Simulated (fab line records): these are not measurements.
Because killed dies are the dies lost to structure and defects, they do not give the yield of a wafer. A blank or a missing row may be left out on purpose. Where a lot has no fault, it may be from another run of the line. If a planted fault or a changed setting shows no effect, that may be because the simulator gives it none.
Chamber matching + flow nand_harc + pecvd-02 running NHARC_A_STAIRCASE_DEP_471: 3 sister chambers
The step deposits SiO2, target thk 100 nm. 6 wafers are shown with their chamber, then 12 later ones without.

WAFERS, EACH WITH ITS CHAMBER
| wafer  | chamber | throttle_valve_pct (%) | heater_power_outer_w (W) |
|--------|---------|------------------------|--------------------------|
| L086.6 | 2       | 15.1                   | 304                      |
| L089.2 | 1       | 15.6                   | 431                      |
| L089.4 | 0       | 16.6                   | 308                      |
| L091.2 | 2       | 15.5                   | 275                      |
| L091.4 | 1       | 15.2                   | 461                      |
| L091.5 | 0       | 16.6                   | 360                      |

WAFERS WITHOUT THEIR CHAMBER
| wafer  | throttle_valve_pct (%) | heater_power_outer_w (W) |
|--------|------------------------|--------------------------|
| L094.1 | 16.4                   | 286                      |
| L094.3 | 15.5                   | 197                      |
| L094.4 | 15.6                   | 491                      |
| L092.1 | 15.5                   | 212                      |
| L092.2 | 16.7                   | 340                      |
| L092.4 | 16.7                   | 335                      |
| L095.4 | 15.5                   | 477                      |
| L095.5 | 15.6                   | 274                      |
| L095.6 | 16.7                   | 364                      |
| L097.2 | 16.5                   | 380                      |
| L097.4 | 15.8                   | 187                      |
| L097.6 | 15.6                   | 382                      |

THE CHAMBER EACH PASSED THROUGH
| wafer  | from the rows above     | in truth |
|--------|-------------------------|----------|
| L094.1 | 0                       | 0        |
| L094.3 | 2                       | 2        |
| L094.4 | 1                       | 1        |
| L092.1 | 2                       | 2        |
| L092.2 | 0                       | 0        |
| L092.4 | 0                       | 0        |
| L095.4 | 1                       | 1        |
| L095.5 | 2                       | 2        |
| L095.6 | 0                       | 0        |
| L097.2 | 0                       | 0        |
| L097.4 | 2                       | 2        |
| L097.6 | can't be placed: 1 or 2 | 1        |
Placed correctly: 11 of 12. Unplaceable from these rows: 1, with the true chamber sitting among the candidates in 1. Placed wrongly: 0.
How it was worked out, from the rows above alone: a wafer's distance from a chamber is the root of the sum, over the readings, of the square of ((its reading less the chamber's mean) divided by the reading's scatter). If the next closest chamber is less than 2 further off than the closest, the wafer can't be placed; otherwise it belongs to the closest. The mean given for a chamber averages the wafers shown for that chamber. The scatter is the square root of a quotient: the sum, over the shown wafers, of each reading's squared deviation from its chamber's mean, divided by wafers minus chambers.
